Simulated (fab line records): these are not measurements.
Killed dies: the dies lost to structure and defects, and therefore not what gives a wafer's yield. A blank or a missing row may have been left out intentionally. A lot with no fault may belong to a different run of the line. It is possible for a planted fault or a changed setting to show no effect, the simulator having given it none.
Matching of chambers / flow n5-finfet / N5_BEOL_M3_ETCH_69 on rie-diel-02: 4 sister chambers
The step etches SiARC in CF4, target depth 15.6 nm, time 26 s. 8 wafers are shown with their chamber, then 12 later ones without.

== EACH WAFER AND ITS CHAMBER ==
wafer=L080.4; chamber=0; drypump-motor-current-A (A)=6.6; showerhead-plenum-p-Torr (Torr)=2.13
wafer=L082.4; chamber=0; drypump-motor-current-A (A)=6.5; showerhead-plenum-p-Torr (Torr)=2.13
wafer=L084.5; chamber=3; drypump-motor-current-A (A)=6.5; showerhead-plenum-p-Torr (Torr)=2.05
wafer=L091.2; chamber=1; drypump-motor-current-A (A)=5.7; showerhead-plenum-p-Torr (Torr)=2.21
wafer=L091.5; chamber=2; drypump-motor-current-A (A)=5.9; showerhead-plenum-p-Torr (Torr)=2.11
wafer=L092.1; chamber=2; drypump-motor-current-A (A)=5.8; showerhead-plenum-p-Torr (Torr)=2.10
wafer=L092.2; chamber=1; drypump-motor-current-A (A)=5.7; showerhead-plenum-p-Torr (Torr)=2.21
wafer=L092.3; chamber=3; drypump-motor-current-A (A)=6.5; showerhead-plenum-p-Torr (Torr)=2.05

== WAFERS WITH NO CHAMBER GIVEN ==
wafer=L093.1; drypump-motor-current-A (A)=5.9; showerhead-plenum-p-Torr (Torr)=2.10
wafer=L093.2; drypump-motor-current-A (A)=6.5; showerhead-plenum-p-Torr (Torr)=2.12
wafer=L093.4; drypump-motor-current-A (A)=5.7; showerhead-plenum-p-Torr (Torr)=2.20
wafer=L094.2; drypump-motor-current-A (A)=5.7; showerhead-plenum-p-Torr (Torr)=2.20
wafer=L094.3; drypump-motor-current-A (A)=5.9; showerhead-plenum-p-Torr (Torr)=2.10
wafer=L094.4; drypump-motor-current-A (A)=6.5; showerhead-plenum-p-Torr (Torr)=2.12
wafer=L095.3; drypump-motor-current-A (A)=5.7; showerhead-plenum-p-Torr (Torr)=2.20
wafer=L095.4; drypump-motor-current-A (A)=5.8; showerhead-plenum-p-Torr (Torr)=2.10
wafer=L095.5; drypump-motor-current-A (A)=5.7; showerhead-plenum-p-Torr (Torr)=2.20
wafer=L097.2; drypump-motor-current-A (A)=5.7; showerhead-plenum-p-Torr (Torr)=2.20
wafer=L097.4; drypump-motor-current-A (A)=5.7; showerhead-plenum-p-Torr (Torr)=2.20
wafer=L097.6; drypump-motor-current-A (A)=6.5; showerhead-plenum-p-Torr (Torr)=2.12

== CHAMBER TAKEN BY EACH ==
wafer=L093.1; from the rows above=2; in truth=2
wafer=L093.2; from the rows above=0; in truth=0
wafer=L093.4; from the rows above=1; in truth=1
wafer=L094.2; from the rows above=1; in truth=1
wafer=L094.3; from the rows above=2; in truth=2
wafer=L094.4; from the rows above=0; in truth=0
wafer=L095.3; from the rows above=1; in truth=1
wafer=L095.4; from the rows above=2; in truth=2
wafer=L095.5; from the rows above=1; in truth=1
wafer=L097.2; from the rows above=1; in truth=1
wafer=L097.4; from the rows above=1; in truth=1
wafer=L097.6; from the rows above=0; in truth=0
12 of 12 placed correctly. Can't be placed from these rows: 0. Placed wrongly: 0.
How it was worked out, from the rows above alone: a wafer's distance from a chamber is the root of the sum, over the readings, of the square of ((its reading less the chamber's mean) divided by the reading's scatter). If the next closest chamber is less than 2 further off than the closest, the wafer can't be placed; otherwise it belongs to the closest. A chamber's mean is the mean of its shown wafers. The scatter is the square root of a quotient: the sum, over the shown wafers, of each reading's squared deviation from its chamber's mean, divided by wafers minus chambers.
